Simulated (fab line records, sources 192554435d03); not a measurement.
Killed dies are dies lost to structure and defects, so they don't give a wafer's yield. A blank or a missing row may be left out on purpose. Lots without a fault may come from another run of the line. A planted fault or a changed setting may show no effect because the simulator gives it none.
A struck lot beside a sound one | flow n5_finfet | 16 steps out of a route of 1938
Sound: wafers L303.2, L303.3, L303.6. Struck: wafer L310.4. (L310.6 of the same lot was not struck and is left out.) The cause comes at the end.
At each step with rows: each side's tool, then ch and its chambers, then its first start. Under that, the readings that differ: sound wafers | struck wafers | difference of the means | sigmas: that difference in standard deviations of wafers without a fault.
alike: readings whose means differ by less than 2 such deviations, and words and numbers that are the same on both sides. not compared: withheld readings, readings that some wafer has no value for, bounds like >300 that may hide the same value, and numbers for which the record gives no deviation and whose values overlap.
The two part at a step that has a row with sigmas, a row that says differs or no value, or rows on one side only. Numbers that don't overlap but have no deviation are shown without sigmas and don't part them. A reading that every wafer of one side lacks parts them only if that side has two wafers or more.

first, 5 steps without rows for these wafers: N5_FIN_SAQP_EBR_12; N5_FIN_SAQP_SOFTBAKE_11 (time 60 s); N5_FIN_SAQP_EXPOSE_13 (exposes mask FIN CORE, target cd 35.6 nm); N5_FIN_SAQP_PEB_14 (peb time 60 s); N5_FIN_SAQP_DEVELOP_15 (develop time 30 s).
N5_FIN_SAQP_CD_MEAS_16: target cd 35.6 nm.
  sound on cd_sem-02 ch 0, day 4 03:46; struck on cd_sem-02 ch 0, day 5 22:10
  alike: cd_nm
N5_FIN_SAQP_OVL_MEAS_17:
  sound on overlay-01 ch 0, day 4 03:49; struck on overlay-02 ch 0, day 5 22:12
  reading           | sound       | struck | difference | sigmas
  FIN_CORE_OVL (nm) | 0.4 0.0 1.3 | 2.3    | +1.7       | +2
N5_FIN_SAQP_INSPECT_18: inspects for defects (brightfield).
  sound on defect_inspect-02, day 4 03:50; struck on defect_inspect-02, day 5 22:14
  alike: raw_defect_count
N5_FIN_SAQP_DESCUM_21: chemistry O2, time 7.9 s.
  sound on rie_diel-06 ch 0,1,2, day 4 04:07; struck on rie_diel-02 ch 3, day 5 22:22
  alike: drypump_motor_current_A, oes_product_au, rf_vpp_V, showerhead_plenum_p_Torr, throttle_valve_pct
  not compared: rf_hours_counter_h
N5_FIN_SAQP_ETCH_51: etches SiARC in CF4, target depth 45.5 nm, time 75.8 s.
  sound on rie_diel-06 ch 0,1,2, day 4 04:09; struck on rie_diel-02 ch 3, day 5 22:25
  alike: drypump_motor_current_A, etch_rf_on_time_s, oes_product_au, rf_vpp_V, showerhead_plenum_p_Torr, throttle_valve_pct
  not compared: rf_hours_counter_h
N5_FIN_SAQP_ETCH_52: etches SOC in N2/H2, target depth 100 nm, overetch 20 nm, time 150 s.
  sound on rie_diel-06 ch 0,1,2, day 4 04:13; struck on rie_diel-02 ch 3, day 5 22:28
  alike: drypump_motor_current_A, oes_product_au, rf_vpp_V, showerhead_plenum_p_Torr, throttle_valve_pct
  not compared: rf_hours_counter_h
then, 1 step without rows for these wafers: N5_FIN_SAQP_STRIP_53 (strips in N2/H2).
N5_FIN_SAQP_HM_OPEN_73: chemistry CHF3/O2, target SiO2, stops on a-Si, target depth 12 nm, time 16.8 s.
  sound on rie_diel-06 ch 0,1,2, day 4 04:19; struck on rie_diel-02 ch 3, day 5 22:34
  reading                                     | sound             | struck | difference | sigmas
  model.SiARC_of_FIN_SAQP_COAT_50.thk_nm (nm) | 5.904 4.473 5.754 | 11.16  | +5.78      |
  alike: drypump_motor_current_A, oes_ar_750_au, oes_product_au, rf_vpp_V, showerhead_plenum_p_Torr, throttle_valve_pct
  not compared: rf_hours_counter_h
then, 1 step without rows for these wafers: N5_FIN_SAQP_STRIP_74 (strips in CHF3/O2).
-- the record jumps here: 8 days lie between the struck wafers' starts before and after (it left off in module FIN_SAQP and takes up again in module BEOL_M4, whose first step shown is number 1111 of the route) --
N5_BEOL_M4_RC_MEAS_101:
  sound on prober-02 ch 0, day 11 02:38; struck on prober-02 ch 0, day 13 15:25
  reading        | sound          | struck | difference | sigmas
  DIBL_N (mV/V)  | 40.5 39.3 38.8 | 33.7   | -5.8       | -3
  DIBL_P (mV/V)  | 39.7 38.1 38.8 | 33.8   | -5.1       | -2
  IOFF_N (nA/um) | 0.23 0.19 0.19 | 0.12   | -0.08      | -2
  ION_P (uA/um)  | 456 453 465    | 471    | +13        | +2
  SS_N (mV/dec)  | 72.6 72.3 72.7 | 70.9   | -1.6       | -2
  SS_P (mV/dec)  | 73.8 73.6 73.6 | 71.8   | -1.9       | -3
  alike: IOFF_P, ION_N, VT_N, VT_P
N5_PASSIVATION_PROBE_49:
  the record has rows for the sound wafers here (prober-02, day 15 07:08) and none for the struck ones

WHERE THEY PART
First at N5_FIN_SAQP_OVL_MEAS_17; last, within this record, at N5_PASSIVATION_PROBE_49.

WHY: what the simulator had put in
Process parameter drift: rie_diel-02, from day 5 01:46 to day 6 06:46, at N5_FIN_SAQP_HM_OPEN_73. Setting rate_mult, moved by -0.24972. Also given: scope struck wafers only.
